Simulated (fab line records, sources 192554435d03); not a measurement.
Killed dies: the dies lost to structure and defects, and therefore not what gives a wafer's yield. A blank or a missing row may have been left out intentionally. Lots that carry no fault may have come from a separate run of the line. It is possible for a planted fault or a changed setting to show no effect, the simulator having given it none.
2 desks looking at one fault | flow n5-finfet | each desk has only its own numbers; what lay behind them comes last

## THE TOOL OWNER'S DESK: ald-sin-03
The tool's own readings at N5_MOL_CONTACT_COAG_ALD_123 (deposits SiNx, target thk 5 nm, pulse time 1 s, purge time 2 s): means of the sampled wafers that have a number, for each lot that ran on this tool. The brackets show how far a lot's mean lies from the usual mean; more than 4 standard deviations puts the lot out of limits, marked OUT.
Columns: A = chamber-pressure-Torr at N5_MOL_CONTACT_COAG_ALD_123, usual 2.000 Torr; B = heater-power-w at N5_MOL_CONTACT_COAG_ALD_123, usual 865 W; C = precursor-pulse-height-rel at N5_MOL_CONTACT_COAG_ALD_123, usual 1.001; D = susceptor-temp-C at N5_MOL_CONTACT_COAG_ALD_123, usual 400.00 C
lot  | first seen here | A     | B   | C     | D
L842 | day 6 02:20     | 1.999 | 929 | 0.998 | 406.21 (+27) OUT
L858 | day 10 01:07    | 2.000 | 811 | 1.008 | 400.05
Finding of this desk: L842 out of limits; the first was L842 at day 6 02:20, on susceptor-temp-C at N5_MOL_CONTACT_COAG_ALD_123. Within limits: L858.

## FROM THE METROLOGY DESK
Lot by lot, what the gauges showed, no matter which tool ran the lot: averages of those sampled wafers that carry a number. The brackets show how far a lot's mean lies from the usual mean; more than 4 standard deviations puts the lot out of limits, marked OUT. It has 11 readings; the 7 that lie furthest out on some lot are the ones shown.
Columns: A = IOFF_N at N5_BEOL_M4_RC_MEAS_101, usual 0.152 nA/um; B = IOFF_P at N5_BEOL_M4_RC_MEAS_101, usual 0.204 nA/um; C = ION_N at N5_BEOL_M4_RC_MEAS_101, usual 673 uA/um; D = SS_N at N5_BEOL_M4_RC_MEAS_101, usual 71.4 mV/dec; E = SS_P at N5_BEOL_M4_RC_MEAS_101, usual 73.2 mV/dec; F = VT_N at N5_BEOL_M4_RC_MEAS_101, usual 250.3 mV; G = VT_P at N5_BEOL_M4_RC_MEAS_101, usual -250.6 mV
lot  | first seen here | A     | B     | C   | D    | E    | F     | G
L839 | day 5 10:59     | 0.184 | 0.218 | 680 | 71.1 | 73.5 | 247.0 | -252.9
L842 | day 6 02:18     | 0.133 | 0.183 | 665 | 70.7 | 73.3 | 253.3 | -252.8
L855 | day 9 05:47     | 0.143 | 0.177 | 673 | 71.0 | 73.0 | 249.5 | -252.3
L858 | day 10 01:05    | 0.166 | 0.193 | 679 | 71.5 | 73.2 | 248.4 | -252.8
L861 | day 10 16:33    | 0.144 | 0.237 | 662 | 71.9 | 72.4 | 252.6 | -244.7
This desk's verdict: no lot among the 5 shows anything out of limits.

## BROUGHT TOGETHER
At day 6 02:20, on L842, the tool owner's desk was in a position to raise an alarm.
From the metrology desk's view, nothing was out of limits.
The metrology desk holds a record of L842, inside its limits.
Every lot named ran N5_MOL_CONTACT_COAG_ALD_123 on ald-sin-03.

## WHAT HAD BEEN PUT IN BY THE SIMULATOR
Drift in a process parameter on ald-sin-03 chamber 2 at N5_MOL_CONTACT_COAG_ALD_123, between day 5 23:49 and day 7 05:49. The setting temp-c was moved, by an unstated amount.
Struck lots among those shown: L842.
Hours from the fault's start to each desk's first reading out of limits: the tool owner's desk, 3.
